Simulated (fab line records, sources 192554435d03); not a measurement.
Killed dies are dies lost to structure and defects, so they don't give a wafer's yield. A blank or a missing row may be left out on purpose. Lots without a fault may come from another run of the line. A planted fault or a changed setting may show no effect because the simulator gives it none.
Which tool did it? | flow n5_finfet | 10 lots, 27 wafers sampled, at 4 steps of a route of 1938

WHAT THE GAUGES READ, wafer by wafer
N5_SD_EPI_P_CD_MEAS_09: target cd 240 nm. Usual: cd_nm 240.3 nm, standard deviation 0.64.
lot  | measured    | on        | cd_nm (nm)        | flag
L410 | day 3 13:19 | cd_sem-02 | 239.5 240.6 239.7 |
L412 | day 4 03:08 | cd_sem-01 | 240.5 239.8 240.2 |
L413 | day 4 05:23 | cd_sem-02 | 239.9 239.4 240.2 |
L414 | day 4 10:53 | cd_sem-03 | 240.7 240.4 239.9 |
L416 | day 5 00:52 | cd_sem-02 | 240.5 233.8       | OFF
L420 | day 6 00:04 | cd_sem-01 | 233.8 233.0       | OFF
L421 | day 6 04:24 | cd_sem-01 | 233.8 239.5       | OFF
L425 | day 7 03:36 | cd_sem-03 | 240.4 239.6 240.4 |
L432 | day 9 00:47 | cd_sem-03 | 240.3 239.6 240.4 |
L431 | day 9 01:43 | cd_sem-01 | 240.9 240.2 240.6 |

WHICH TOOL RAN EACH LOT (tool, then ch and the chambers of the sampled wafers, then the start)
lot  | N5_DUMMY_GATE_ETCH_31             | N5_DUMMY_GATE_ETCH_42             | N5_SD_EPI_P_PEB_07
L410 | rie_diel-02 ch 0,3, day 3 07:05   | rie_diel-06 ch 0,2, day 3 07:35   | litho_track-03 ch 0, day 3 13:14
L412 | rie_diel-06 ch 1,2,3, day 3 18:23 | rie_diel-06 ch 0,2, day 3 18:53   | litho_track-01 ch 0, day 4 03:04
L413 | rie_diel-01 ch 2,3, day 3 22:02   | rie_diel-06 ch 0,2,3, day 3 22:31 | litho_track-01 ch 0, day 4 05:19
L414 | rie_diel-02 ch 1,2, day 4 04:31   | rie_diel-01 ch 0,2, day 4 05:02   | litho_track-01 ch 0, day 4 10:49
L416 | rie_diel-02 ch 1,3, day 4 16:08   | rie_diel-02 ch 3, day 4 16:38     | litho_track-01 ch 0, day 5 00:47
L420 | rie_diel-06 ch 2,3, day 5 17:20   | rie_diel-01 ch 0,1, day 5 17:53   | litho_track-01 ch 0, day 5 23:59
L421 | rie_diel-02 ch 0,3, day 5 22:13   | rie_diel-06 ch 2,3, day 5 22:43   | litho_track-01 ch 0, day 6 04:20
L425 | rie_diel-06 ch 2,3, day 6 21:07   | rie_diel-02 ch 0,2, day 6 21:42   | litho_track-05 ch 0, day 7 03:32
L432 | rie_diel-06 ch 1,2,3, day 8 18:33 | rie_diel-01 ch 2,3, day 8 19:08   | litho_track-01 ch 0, day 9 00:44
L431 | rie_diel-06 ch 0,3, day 8 19:32   | rie_diel-01 ch 0,2, day 8 20:02   | litho_track-01 ch 0, day 9 01:38
- N5_DUMMY_GATE_ETCH_31: etches SiO2 in C4F6/O2, target depth 82.5 nm, time 27.5 s.
- N5_DUMMY_GATE_ETCH_42: etches SiO2 in CHF3/O2, target depth 3.5 nm, time 31 s.
- N5_SD_EPI_P_PEB_07: peb time 60 s.

WHAT THE TOOLS THEMSELVES READ (means of the sampled wafers that have a number; where no wafer has one, the mark that the record gives instead)
N5_DUMMY_GATE_ETCH_31. Usual: C4F6_flow_sccm 10.000 sccm, standard deviation 0.028; bias_w 185.1 W, standard deviation 0.54; drypump_motor_current_A 5.8 A, standard deviation 0.43; oes_product_au 0.79 a.u., standard deviation 0.093; rf_vpp_V 665 V, standard deviation 8.1; showerhead_plenum_p_Torr 2.85 Torr, standard deviation 0.086; throttle_valve_pct 21.07 %, standard deviation 0.22.
lot  | tool        | C4F6_flow_sccm (sccm) | bias_w (W) | drypump_motor_current_A (A) | oes_product_au (a.u.) | rf_vpp_V (V) | showerhead_plenum_p_Torr (Torr) | throttle_valve_pct (%) | flag
L410 | rie_diel-02 | 10.005                | 185.0      | 5.7                         | 0.73                  | 665          | 2.91                            | 21.12                  |
L412 | rie_diel-06 | 9.990                 | 185.2      | 6.1                         | 0.86                  | 669          | 2.88                            | 20.95                  |
L413 | rie_diel-01 | 9.984                 | 184.8      | 4.8                         | 0.85                  | 665          | 2.77                            | 20.84                  |
L414 | rie_diel-02 | 10.002                | 184.8      | 6.1                         | 0.69                  | 659          | 2.81                            | 21.43                  |
L416 | rie_diel-02 | 10.012                | 183.8      | 5.8                         | 0.70                  | 663          | 2.88                            | 21.25                  |
L420 | rie_diel-06 | 9.994                 | 185.4      | 5.8                         | 0.80                  | 663          | 2.80                            | 20.88                  |
L421 | rie_diel-02 | 10.024                | 185.4      | 5.8                         | 0.71                  | 662          | 2.88                            | 21.16                  |
L425 | rie_diel-06 | 10.025                | 184.5      | 5.8                         | 0.76                  | 664          | 2.81                            | 20.90                  |
L432 | rie_diel-06 | 9.985                 | 184.4      | 6.1                         | 0.80                  | 670          | 2.87                            | 21.00                  |
L431 | rie_diel-06 | 9.976                 | 185.0      | 5.9                         | 0.89                  | 661          | 2.78                            | 20.89                  |

N5_DUMMY_GATE_ETCH_42. Usual: bias_w 12.00 W, standard deviation 0.036; drypump_motor_current_A 5.7 A, standard deviation 0.52; oes_product_au 0.81 a.u., standard deviation 0.095; rf_vpp_V 42.4 V, standard deviation 0.84; showerhead_plenum_p_Torr 2.40 Torr, standard deviation 0.078; throttle_valve_pct 18.65 %, standard deviation 0.19.
lot  | tool        | bias_w (W) | drypump_motor_current_A (A) | oes_product_au (a.u.) | rf_vpp_V (V) | showerhead_plenum_p_Torr (Torr) | throttle_valve_pct (%) | flag
L410 | rie_diel-06 | 11.99      | 5.7                         | 0.69                  | 42.8         | 2.38                            | 18.76                  |
L412 | rie_diel-06 | 12.00      | 5.7                         | 0.69                  | 42.4         | 2.38                            | 18.76                  |
L413 | rie_diel-06 | 12.03      | 5.8                         | 0.77                  | 42.8         | 2.38                            | 18.63                  |
L414 | rie_diel-01 | 12.04      | 5.2                         | 0.84                  | 42.5         | 2.41                            | 18.62                  |
L416 | rie_diel-02 | 12.04      | 5.6                         | 0.71                  | 42.6         | 2.49                            | 18.75                  |
L420 | rie_diel-01 | 11.99      | 5.8                         | 0.76                  | 42.6         | 2.42                            | 18.68                  |
L421 | rie_diel-06 | 11.96      | 5.8                         | 0.80                  | 43.1         | 2.38                            | 18.52                  |
L425 | rie_diel-02 | 12.06      | 5.9                         | 0.81                  | 41.9         | 2.38                            | 18.81                  |
L432 | rie_diel-01 | 11.98      | 4.8                         | 0.82                  | 42.2         | 2.33                            | 18.52                  |
L431 | rie_diel-01 | 12.01      | 5.2                         | 0.80                  | 42.6         | 2.40                            | 18.66                  |

N5_SD_EPI_P_PEB_07. Usual: heater_power_total_W 175.3 W, standard deviation 1.6.
lot  | tool           | heater_power_total_W (W) | flag
L410 | litho_track-03 | 175.2                    |
L412 | litho_track-01 | 174.5                    |
L413 | litho_track-01 | 176.2                    |
L414 | litho_track-01 | 175.6                    |
L416 | litho_track-01 | 186.1                    | OFF
L420 | litho_track-01 | 200.5                    | OFF
L421 | litho_track-01 | 185.6                    | OFF
L425 | litho_track-05 | 177.2                    |
L432 | litho_track-01 | 174.6                    |
L431 | litho_track-01 | 175.3                    |

THE ANSWER, worked out from the rows above alone
Rule: a lot is off if the mean of its wafers that have a number lies more than 3 standard deviations from the usual mean. A lot without any number at a reading at which 4 lots or more have one is off too. The other lots that the step has rows for count as sound. The gauges are gone through in route order, then the tools' own readings, and for those a lot's mean is taken as printed above. The first step at which some lot is off is used, and at that step the reading that is off furthest; a lot without a number counts as furthest.
Off: L416, L420, L421, at N5_SD_EPI_P_CD_MEAS_09 (cd_nm).
A tool fits if, at a process step before that reading, it ran every lot that is off, and no sound lot after the first of them. The gauges at N5_SD_EPI_P_CD_MEAS_09 aren't tried: what is off there is off at N5_SD_EPI_P_PEB_07 too, on other tools, and a gauge's error can't cause that. None of those tried fits.

WHAT THE SIMULATOR HAD PUT IN
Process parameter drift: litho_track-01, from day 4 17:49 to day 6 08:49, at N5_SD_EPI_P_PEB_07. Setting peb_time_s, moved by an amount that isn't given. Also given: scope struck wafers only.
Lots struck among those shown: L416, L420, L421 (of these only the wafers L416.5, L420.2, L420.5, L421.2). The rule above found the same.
